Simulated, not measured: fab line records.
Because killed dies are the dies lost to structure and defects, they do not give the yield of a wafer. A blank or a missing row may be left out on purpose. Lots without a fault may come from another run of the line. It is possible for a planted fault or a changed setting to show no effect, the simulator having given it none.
Chamber matching | flow n5 finfet | N5_BEOL_M0_CUTY_ETCH_62 on rie diel-02: 4 sister chambers
The step etches SiARC in CF4, time 58.5 s. 8 wafers are shown with their chamber, then 10 later ones without.

== EACH WAFER AND ITS CHAMBER ==
wafer  | chamber | drypump motor current A (A) | showerhead plenum p Torr (Torr)
L077.2 | 0       | 5.9                         | 2.10
L079.3 | 3       | 5.4                         | 2.19
L079.5 | 0       | 5.9                         | 2.10
L084.6 | 3       | 5.4                         | 2.19
L088.3 | 2       | 6.7                         | 2.20
L088.6 | 1       | 5.8                         | 2.25
L089.1 | 2       | 6.8                         | 2.19
L089.4 | 1       | 5.7                         | 2.25

== WAFERS MISSING THEIR CHAMBER ==
wafer  | drypump motor current A (A) | showerhead plenum p Torr (Torr)
L089.6 | 6.7                         | 2.19
L092.3 | 5.9                         | 2.10
L092.5 | 5.8                         | 2.25
L092.6 | 5.4                         | 2.19
L094.1 | 5.8                         | 2.25
L094.2 | 5.9                         | 2.09
L094.4 | 5.9                         | 2.09
L095.2 | 5.4                         | 2.18
L095.4 | 5.9                         | 2.09
L095.6 | 5.4                         | 2.18

== WHICH CHAMBER EACH ONE RAN IN ==
wafer  | from the rows above | in truth
L089.6 | 2                   | 2
L092.3 | 0                   | 0
L092.5 | 1                   | 1
L092.6 | 3                   | 3
L094.1 | 1                   | 1
L094.2 | 0                   | 0
L094.4 | 0                   | 0
L095.2 | 3                   | 3
L095.4 | 0                   | 0
L095.6 | 3                   | 3
10 of 10 placed correctly. Not placeable from these rows: 0. Wrongly placed: 0.
How it was worked out, from the rows above alone: a wafer's distance from a chamber is the root of the sum, over the readings, of the square of ((its reading less the chamber's mean) divided by the reading's scatter). The wafer belongs to the nearest chamber; if the next one is less than 2 further off, it can't be placed. The mean given for a chamber averages the wafers shown for that chamber. The scatter: take each reading less its chamber's mean, square it, sum over the shown wafers, divide by the number of wafers less the number of chambers, and take the root.
